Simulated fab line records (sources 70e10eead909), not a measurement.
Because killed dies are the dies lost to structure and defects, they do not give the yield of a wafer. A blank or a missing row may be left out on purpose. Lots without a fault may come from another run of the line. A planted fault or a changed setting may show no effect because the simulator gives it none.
Comparing a struck lot with a sound one	flow nandHarc	14 out of 1302 route steps
Sound: these wafers, L857.1, L857.3, L857.4. Wafers struck: L859.2, L859.4, L859.5. Last of all comes the cause.
At each step with rows: each side's tool, then ch and its chambers, then its first start. Under that, the readings that differ: sound wafers	struck wafers	difference of the means	sigmas: that difference in standard deviations of wafers without a fault.
alike: readings with means less than 2 such deviations apart, plus words and numbers identical on both sides. not compared: withheld readings, readings lacking a value on some wafer, bounds such as >300 that could conceal the same value, and numbers that have no deviation in the record and whose values overlap.
Wherever a step has rows on one side only, a row that says differs or no value, or a row with sigmas, the two part there. Non-overlapping numbers with no deviation appear without sigmas and do not part them. Lack of a reading on every wafer of one side parts them only where that side has two or more wafers.

NHARC_A_CHANNEL_FILL_D2_ALD_03: deposits SiNx, target thk 6 nm, pulse time 60 s, ald cycles 58.
  sound: aldSinBatch-03 ch 0; struck: aldSinBatch-03 ch 0
  alike: precursorPulseHeightRel
then, 1 step without rows for these wafers: NHARC_A_CHANNEL_FILL_D2_ALD_14 (deposits SiO2, target thk 2.5 nm, pulse time 10 s, ald cycles 25).
NHARC_A_CHANNEL_FILL_D2_ALD_15: deposits SiNx, target thk 2 nm, pulse time 60 s, ald cycles 19.
  sound: aldSinBatch-02 ch 0; struck: aldSinBatch-01 ch 0
  alike: precursorPulseHeightRel
NHARC_A_CHANNEL_FILL_D2_ALD_16: deposits SiO2, target thk 1.5 nm, pulse time 10 s, ald cycles 15.
  sound on aldHk-03 ch 1,2,3, day 17 20:28; struck on aldHk-01 ch 1,2,3, day 18 21:16
  alike: heaterPowerW, precursorPulseHeightRel
then, 3 steps without rows for these wafers: NHARC_A_CHANNEL_FILL_D2_ANNEAL_17 (time 1800 s); NHARC_A_CHANNEL_FILL_D2_CVD_18 (deposits poly-Si, target thk 3 nm); NHARC_A_CHANNEL_FILL_D2_ETCHBACK_19 (etches the open film in HBr/Cl2, target depth 5 nm, time 1.7 s).
NHARC_A_CHANNEL_FILL_D2_ETCHBACK_20: etches the open film in C4F8/O2/Ar, target depth 27 nm, time 13.5 s.
  sound on rieDiel-13 ch 0,2, day 18 09:34; struck on rieDiel-09 ch 0,1, day 19 09:58
  alike: oesProductAu, rfVppV
  not compared: rfHoursCounterH
NHARC_A_CHANNEL_FILL_D2_STRIP_28: strips in O2, time 20 s.
  sound on rieDiel-13 ch 0,3, day 18 09:41; struck on rieDiel-09 ch 0,3, day 19 10:03
  alike: drypumpMotorCurrentA, oesProductAu, rfVppV, showerheadPlenumPTorr, throttleValvePct
  not compared: rfHoursCounterH
then, 3 steps without rows for these wafers: NHARC_A_CHANNEL_FILL_D2_PRECLEAN_21 (cleans in dHF, time 30 s); NHARC_A_CHANNEL_FILL_D2_SRD_23; NHARC_A_CHANNEL_FILL_D2_CVD_05 (deposits poly-Si, target thk 5 nm).
NHARC_A_CHANNEL_FILL_D2_ANNEAL_22: time 7200 s.
  sound on furnace-03 ch 0, day 18 17:28; struck on furnace-03 ch 0, day 19 17:55
reading	sound	struck	difference	sigmas
spikeTcBottomC (C)	642.4 643.4 642.0	627.4 628.8 628.2	-14.5	-5
spikeTcCentreC (C)	619.9 619.7 617.8	604.4 604.0 604.2	-14.9	-11
spikeTcLowerC (C)	622.4 620.4 624.1	605.3 606.4 605.7	-16.5	-10
spikeTcTopC (C)	635.6 636.0 636.0	622.0 623.1 622.2	-13.4	-5
spikeTcUpperC (C)	617.1 620.2 617.7	604.2 602.1 603.7	-15.0	-15
tubeCenterTempC (C)	619.98 620.01 620.04	604.7 604.59 604.81	-15.3	-99 or more
tube_center_temp_C_max	621.59 621.46 621.42	606.19 606.42 606.71	-15.05	-58
NHARC_END_SORT_01:
  the record has rows for the sound wafers here (prober-01 ch 0, day 28 03:24) and none for the struck ones

== WHERE THEY PART ==
At NHARC_A_CHANNEL_FILL_D2_ANNEAL_22 first; at NHARC_END_SORT_01 last (within this record only).

WHY: what the simulator had put in
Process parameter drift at NHARC_A_CHANNEL_FILL_D2_ANNEAL_22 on furnace-03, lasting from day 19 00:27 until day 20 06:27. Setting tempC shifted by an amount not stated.
